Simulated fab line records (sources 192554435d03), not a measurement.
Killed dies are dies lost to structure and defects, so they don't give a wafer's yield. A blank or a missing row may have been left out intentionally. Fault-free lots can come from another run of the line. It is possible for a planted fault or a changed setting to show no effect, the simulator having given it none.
Chamber matching -- flow n5-finfet -- rie-diel-05 running N5_SD_EPI_P_DESCUM_14: 4 sister chambers
The step chemistry O2, time 7.9 s. 8 wafers are shown with their chamber, then 10 later ones without.

## WAFERS WITH THEIR CHAMBER
wafer,chamber,drypump-motor-current-A (A),showerhead-plenum-p-Torr (Torr)
L076.6,3,5.4,2.14
L086.2,3,5.5,2.13
L087.6,2,5.7,2.12
L089.1,1,5.4,2.11
L089.3,2,5.7,2.11
L089.5,0,6.4,2.03
L091.2,0,6.4,2.03
L091.4,1,5.4,2.11

## WAFERS WITH NO CHAMBER GIVEN
wafer,drypump-motor-current-A (A),showerhead-plenum-p-Torr (Torr)
L091.6,5.7,2.11
L092.1,6.4,2.03
L092.2,5.4,2.11
L092.3,5.7,2.11
L095.2,5.7,2.11
L095.5,5.4,2.10
L095.6,6.4,2.03
L097.3,5.7,2.11
L097.4,5.5,2.13
L097.5,5.5,2.13

## THE CHAMBER EACH PASSED THROUGH
wafer,from the rows above,in truth
L091.6,2,2
L092.1,0,0
L092.2,1,1
L092.3,2,2
L095.2,2,2
L095.5,1,1
L095.6,0,0
L097.3,2,2
L097.4,3,3
L097.5,3,3
Correctly placed: 10 of 10. Not placeable from these rows: 0. Wrongly placed: 0.
How it was worked out, from the rows above alone: a wafer's distance from a chamber is the root of the sum, over the readings, of the square of ((its reading less the chamber's mean) divided by the reading's scatter). The wafer belongs to the nearest chamber; if the next one is less than 2 further off, it can't be placed. Each chamber's mean is taken over the wafers shown for it. The scatter: take each reading less its chamber's mean, square it, sum over the shown wafers, divide by the number of wafers less the number of chambers, and take the root.
